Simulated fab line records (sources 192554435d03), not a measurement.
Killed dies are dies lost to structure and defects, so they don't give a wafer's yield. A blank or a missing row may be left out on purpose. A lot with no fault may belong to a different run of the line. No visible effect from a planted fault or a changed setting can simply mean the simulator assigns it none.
The same fault as seen by 2 desks + flow n5-finfet + numbers are kept per desk, each desk with only its own; the story behind them comes last

TOOL OWNER'S DESK, litho-track-04
The tool's own readings at N5_BEOL_M14_COAT_66 (time 60 s, resist thk 110 nm): means of the sampled wafers that have a number, for each lot that ran on this tool. The brackets show how far a lot's mean lies from the usual mean; more than 4 standard deviations puts the lot out of limits, marked OUT.
Columns: A = spin-speed-rpm at N5_BEOL_M14_COAT_66, usual 1500.1 rpm
| lot  | first seen here | A                        |
|------|-----------------|--------------------------|
| L358 | day 14 05:56    | 1690.8 (+99 or more) OUT |
| L360 | day 14 06:58    | 1690.6 (+99 or more) OUT |
| L359 | day 14 16:23    | 1692.5 (+99 or more) OUT |
This desk finds L358, L359, L360 out of limits, L358 being first, at day 14 05:56 (spin-speed-rpm at N5_BEOL_M14_COAT_66). In limits: none.

AT THE METROLOGY DESK
Means of the sampled wafers that have a number, per lot and without regard to the tool the lot ran on: this is what the gauges read. The brackets show how far a lot's mean lies from the usual mean; more than 4 standard deviations puts the lot out of limits, marked OUT.
Columns: A = M14_ILD_THK at N5_BEOL_M14_THK_MEAS_01, usual 1119 nm
| lot  | first seen here | A    |
|------|-----------------|------|
| L351 | day 12 09:38    | 1118 |
| L358 | day 14 04:56    | 1138 |
| L360 | day 14 05:58    | 1111 |
| L359 | day 14 15:23    | 1135 |
| L363 | day 15 13:44    | 1105 |
| L366 | day 15 20:18    | 1132 |
| L365 | day 15 20:42    | 1115 |
| L368 | day 16 09:46    | 1113 |
| L370 | day 17 03:59    | 1127 |
| L371 | day 17 10:24    | 1112 |
This desk's finding: nothing out of limits on any of the 10 lots.

PUT TOGETHER
At day 14 05:56, on L358, L359, L360, the tool owner's desk was in a position to raise an alarm.
At the metrology desk, nothing out of limits was observed.
The metrology desk has L358, L359, L360 on record, within its limits.
Every lot named ran N5_BEOL_M14_COAT_66 on litho-track-04.

WHAT WAS PUT IN BY THE SIMULATOR
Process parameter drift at N5_BEOL_M14_COAT_66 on litho-track-04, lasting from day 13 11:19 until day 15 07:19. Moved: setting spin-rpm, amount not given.
Struck lots among those shown: L358, L359, L360.
How many hours passed from the start of the fault until each desk's first out-of-limits reading: the tool owner's desk, 19.
